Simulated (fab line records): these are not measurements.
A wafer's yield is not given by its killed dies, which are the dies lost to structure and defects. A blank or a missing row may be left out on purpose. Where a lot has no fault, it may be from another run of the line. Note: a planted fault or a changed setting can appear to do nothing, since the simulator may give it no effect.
Chamber matching    flow n5 finfet    N5_BEOL_M5_DESCUM_33 on rie diel-02 has 4 sister chambers
The step chemistry O2, time 7 s. 4 wafers are shown with their chamber, then 7 later ones without.

EACH WAFER AND ITS CHAMBER
wafer   chamber  drypump motor current A (A)
L084.4  0        5.0
L087.3  2        6.8
L088.2  3        6.5
L088.3  1        6.2

WAFERS MISSING THEIR CHAMBER
wafer   drypump motor current A (A)
L088.5  6.5
L089.1  6.2
L089.2  6.5
L089.4  6.7
L095.1  6.2
L095.3  5.0
L095.4  6.5

WHICH CHAMBER EACH WENT THROUGH
wafer   from the rows above  in truth
L088.5  3                    3
L089.1  1                    1
L089.2  3                    3
L089.4  2                    2
L095.1  1                    1
L095.3  0                    0
L095.4  3                    3
Placed correctly: 7 of 7. Left unplaced by these rows: 0. Number placed wrongly: 0.
How it was worked out, from the rows above alone: a wafer's distance from a chamber is the root of the sum, over the readings, of the square of ((its reading less the chamber's mean) divided by the reading's scatter). The wafer belongs to the nearest chamber; if the next one is less than 2 further off, it can't be placed. For every chamber, the mean is computed from those of its wafers that are shown. The scatter: with one shown wafer a chamber, the root of the mean of the squares of how far each hidden wafer lies from its nearest shown one.
